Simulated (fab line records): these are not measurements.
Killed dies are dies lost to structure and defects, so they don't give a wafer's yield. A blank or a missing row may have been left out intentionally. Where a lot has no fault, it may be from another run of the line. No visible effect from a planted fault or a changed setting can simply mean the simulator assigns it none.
8D (eight disciplines) problem report, filled in by code    flow n5_finfet    the parts of the form that need people (team, actions taken, sign-off) are left out

1. WHAT WENT WRONG
Mean of time_to_endpoint_s at N5_GATE_CUT_CMP_02: 50.5 s across 4 wafers in 3 lots; on wafers with no fault it is 24.2 s (standard deviation 2.4). That is +11 standard deviations from the usual mean.
The step: polishes, stops on SiO2, t overpolish 12.7 s, target thk 0 nm.
Earliest sighting: wafer L471.1 on cmp-03 at day 6 13:01. The record has a number at this step for 25 wafers belonging to 9 lots. Rule for "out" (also "out of limits"): further than 4 standard deviations from the usual mean. The other wafers with a number count as sound.

2. WHAT IT IS; WHAT IT IS NOT
question                     is                              is not
which readings at this step  time_to_endpoint_s              overpolish_run_s
which lots                   L471, L473, L476                L463, L464, L478, L480, L483, L486
which wafers of those lots   L471.1, L473.1, L476.1, L476.2  L471.4, L471.5, L473.6
read on which tools          cmp-03                          cmp-02, cmp-04
when                         from day 6 13:01                up to then (8 sound wafers); but 13 sound wafers of L473, L478, L480, L483, L486 came after

3. SUSPECTS, AND WHAT RULES EACH OUT
Counting: a tool at a process step up to the reading stays a suspect if it ran every lot that is out. Sound lots after the first of them don't rule it out here, since some wafers of a struck lot are sound.
- cmp-03 at N5_GATE_CUT_CMP_02 (polishes, stops on SiO2, t overpolish 12.7 s, target thk 0 nm): kept. It ran every lot that is out, first L471 (day 6 13:01); its last sound lot up to then is L463 (day 4 19:20). On those wafers its own readings are out: time_to_endpoint_s.
Left after counting: cmp-03 at N5_GATE_CUT_CMP_02.

4. THE CAUSE (what the simulator had put in)
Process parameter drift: cmp-03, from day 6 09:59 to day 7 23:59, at N5_GATE_CUT_CMP_02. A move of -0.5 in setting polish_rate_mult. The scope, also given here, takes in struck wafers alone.
Only this tool survived the counting.

5. THE EFFECT CHAIN, in route order
One row per reading whose mean, taken over the struck wafers that have a number, lies over 3 standard deviations from the usual. Readings are gone through only where the record gives a usual standard deviation; hours: the median, over the lots, of the time from a lot's start at the first step in this table giving one to that lot's start at this step; sigmas: the change measured in usual standard deviations.
hours  step                reading             usual   on struck wafers  change  sigmas
0      N5_GATE_CUT_CMP_02  time_to_endpoint_s  24.2 s  50.5              +26.3   +11
Its process steps:
- N5_GATE_CUT_CMP_02: polishes, stops on SiO2, t overpolish 12.7 s, target thk 0 nm.
Later measuring or inspecting steps at which every struck wafer that the step has a row for has a number for every such reading, and none has moved that far: N5_BEOL_M4_RC_MEAS_101.

6. WHAT WOULD HAVE CAUGHT IT SOONER
3 hours passed between the start of the fault at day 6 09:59 and the first reading out of limits in this record, taken at day 6 13:01.
